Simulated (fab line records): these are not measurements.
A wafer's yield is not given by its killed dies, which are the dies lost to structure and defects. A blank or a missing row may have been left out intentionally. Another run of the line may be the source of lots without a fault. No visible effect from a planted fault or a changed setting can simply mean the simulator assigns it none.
Matching of chambers | flow n5-finfet | N5_BEOL_M4_DEP_57 on pecvd-01 has 3 sister chambers
The step deposits SiCN from 3MS/NH3, target thk 8 nm, time 14 s. 6 wafers are shown with their chamber, then 8 later ones without.

== WAFERS WITH THEIR CHAMBER ==
wafer  | chamber | throttle-valve-pct (%) | showerhead-plenum-p-Torr (Torr)
L085.2 | 1       | 8.2                    | 3.661
L085.5 | 2       | 8.9                    | 3.645
L084.3 | 0       | 9.7                    | 3.657
L084.4 | 0       | 9.5                    | 3.658
L084.5 | 1       | 8.4                    | 3.660
L088.2 | 2       | 8.7                    | 3.642

== WAFERS WHOSE CHAMBER IS MISSING ==
wafer  | throttle-valve-pct (%) | showerhead-plenum-p-Torr (Torr)
L088.4 | 8.7                    | 3.642
L088.5 | 9.4                    | 3.660
L092.2 | 8.2                    | 3.666
L092.3 | 8.7                    | 3.644
L092.6 | 8.2                    | 3.669
L097.2 | 8.5                    | 3.638
L097.3 | 8.2                    | 3.664
L097.5 | 8.0                    | 3.662

== WHICH CHAMBER EACH WENT THROUGH ==
wafer  | from the rows above | in truth
L088.4 | 2                   | 2
L088.5 | 0                   | 0
L092.2 | 1                   | 1
L092.3 | 2                   | 2
L092.6 | 1                   | 1
L097.2 | 2                   | 2
L097.3 | 1                   | 1
L097.5 | 1                   | 1
Correctly placed: 8 of 8. Number that these rows cannot place: 0. Wrongly placed: 0.
How it was worked out, from the rows above alone: a wafer's distance from a chamber is the root of the sum, over the readings, of the square of ((its reading less the chamber's mean) divided by the reading's scatter). If the next closest chamber is less than 2 further off than the closest, the wafer can't be placed; otherwise it belongs to the closest. A chamber's mean is the mean of its shown wafers. How the scatter is found: for the shown wafers, subtract from each reading the mean of its chamber, square and add these, divide the total by (wafers less chambers), then take the root.
